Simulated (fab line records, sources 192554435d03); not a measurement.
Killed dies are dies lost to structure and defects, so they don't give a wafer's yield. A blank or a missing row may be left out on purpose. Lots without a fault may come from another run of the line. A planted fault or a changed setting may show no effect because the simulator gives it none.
Split-lot experiment | flow n5_finfet | 7 lots, 21 wafers read, on a route of 1938 steps

THE SPLIT
At N5_BEOL_M0_SAQP_PECVD_04 (deposits a-Si from SiH4/He, target thk 60 nm, time 60.2 s), the setting time_s was moved away from the recipe's 60.2 s on 6 of the 21 wafers read, by -6.4% to +12.3%. The other wafers ran this setting at the recipe's value.

FROM THE SPLIT TO THE READING: what the file shows between them, 6 steps
- N5_BEOL_M0_SAQP_THK_MEAS_05
- N5_BEOL_M0_SAQP_COAT_81: time 60 s, resist thk 100 nm (also split here: temp_c)
- N5_BEOL_M0_SAQP_COAT_82: time 60 s, resist thk 30 nm
- N5_BEOL_M0_SAQP_COAT_08: resist thk 90 nm
- N5_BEOL_M0_SAQP_HM_OPEN_112: chemistry CHF3/O2, target SiO2, stops on a-Si, target depth 12 nm, time 13.5 s
- N5_BEOL_M0_SAQP_STRIP_113: strips in CHF3/O2

THE READING
oes_product_au, in a.u., at N5_BEOL_M0_SAQP_MANDREL_ETCH_20 (etches a-Si in HBr/Cl2, stops on SiNx, target depth 60 nm, bt time 10 s, time 30 s). Fault-free wafers of this fab line usually give 0.774 a.u., standard deviation 0.011 a.u..

wafer  | tool, chamber at the split | time_s as run, s | against the recipe | oes_product_au, a.u. | against lot-mates on the recipe
L076.1 | pecvd-03, 1,2              | 60.2             | recipe             | 0.757                | -
L076.5 | pecvd-03, 0                | 60.2             | recipe             | 0.782                | -
L076.6 | pecvd-03, 1,2              | 60.2             | recipe             | 0.765                | -
L080.1 | pecvd-03, 0                | 65.99            | +9.6%              | 0.823                | +0.056
L080.2 | pecvd-03, 2                | 60.2             | recipe             | 0.760                | -
L080.6 | pecvd-03, 0                | 60.2             | recipe             | 0.774                | -
L086.3 | pecvd-02, 0                | 67.6             | +12.3%             | 0.817                | +0.036
L086.4 | pecvd-02, 1,2              | 60.2             | recipe             | 0.780                | -
L086.5 | pecvd-02, 1,2              | 60.2             | recipe             | 0.781                | -
L091.1 | pecvd-01, 0                | 56.33            | -6.4%              | 0.744                | -0.044
L091.3 | pecvd-01, 2                | 56.33            | -6.4%              | 0.753                | -0.035
L091.5 | pecvd-01, 2                | 60.2             | recipe             | 0.788                | -
L093.1 | pecvd-02, 2                | 60.2             | recipe             | 0.780                | -
L093.4 | pecvd-02, 2                | 60.2             | recipe             | 0.773                | -
L093.5 | pecvd-02, 1                | 60.2             | recipe             | 0.777                | -
L096.1 | pecvd-03, 1                | 60.2             | recipe             | 0.774                | -
L096.5 | pecvd-03, 1                | 60.2             | recipe             | 0.773                | -
L096.6 | pecvd-03, 0                | 60.2             | recipe             | 0.756                | -
L097.2 | pecvd-01, 1                | 63.07            | +4.8%              | 0.801                | +0.017
L097.5 | pecvd-01, 0                | 63.07            | +4.8%              | 0.803                | +0.019
L097.6 | pecvd-01, 1                | 60.2             | recipe             | 0.784                | -
Where a row lists several chambers, the file gives one row for several wafers and doesn't say which wafer went through which chamber.

THE FIT
A straight line over all 21 wafers: oes_product_au changes by +0.00426 a.u. for each +1% of time_s; r = +0.89; the points scatter about the line by 0.0094 a.u..
The same after taking each lot's own level away (the mean of its wafers on the recipe; 21 wafers): +0.00457 a.u. for each +1%; r = +0.92; scatter 0.0086 a.u..
On that fit, the largest move of time_s shifts the reading by 0.056 a.u..
The lots' own levels span 0.7670 to 0.7880 a.u., that is 1.9 times the standard deviation above.
So the lot-to-lot level changes the slope little: the two slopes agree.
Check: with one of the wafers moved furthest among these (+12.3%) left out of the fit, the line predicts +0.0672 a.u. for it against its lot-mates. It came out at +0.0365 a.u. against them.

OTHER SPLITS ON THESE WAFERS
These wafers also went through other splits before the reading. Each is held against what the fit with the lots' levels taken away leaves over:
other split on the same wafers        | wafers away from the commonest value | r with oes_product_au (lot level and that fit taken away)
N5_GATE_CUT_COAT_35 spin_rpm          | 10                                   | -0.56
N5_GATE_CUT_COAT_27 spin_rpm          | 7                                    | -0.28
N5_MOL_CONTACT_COAG_COAT_103 spin_rpm | 7                                    | +0.03
N5_MOL_CONTACT_COAG_COAT_75 spin_rpm  | 6                                    | +0.00
N5_BEOL_M0_SAQP_COAT_81 temp_c        | 3                                    | +0.08

THE WHOLE CHAIN: every reading that the file lists as answering this split, in the file's order
step                            | what it does                                                                       | reading                                                                               | change (the file's fit)                  | r (the file's)
N5_BEOL_M0_SAQP_PECVD_04        | deposits a-Si from SiH4/He, target thk 60 nm, time 60.2 s                          | a-Si_of_BEOL_M0_SAQP_PECVD_04.thk_nm (the simulator's own value, which no gauge read) | +0.528 nm for each +1% of the setting    | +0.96
N5_BEOL_M0_SAQP_THK_MEAS_05     |                                                                                    | thk_nm                                                                                | withheld for each +1% of the setting     | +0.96
N5_BEOL_M0_SAQP_MANDREL_ETCH_20 | etches a-Si in HBr/Cl2, stops on SiNx, target depth 60 nm, bt time 10 s, time 30 s | oes_product_au                                                                        | +0.0043 a.u. for each +1% of the setting | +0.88
N5_BEOL_M0_SAQP_MANDREL_ETCH_20 | etches a-Si in HBr/Cl2, stops on SiNx, target depth 60 nm, bt time 10 s, time 30 s | etch.depth_nm (the simulator's own value, which no gauge read)                        | +0.528 nm for each +1% of the setting    | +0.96

THE FILE'S OWN FIT
oes_product_au changes by +0.0043 a.u. for each +1% of time_s, r = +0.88.
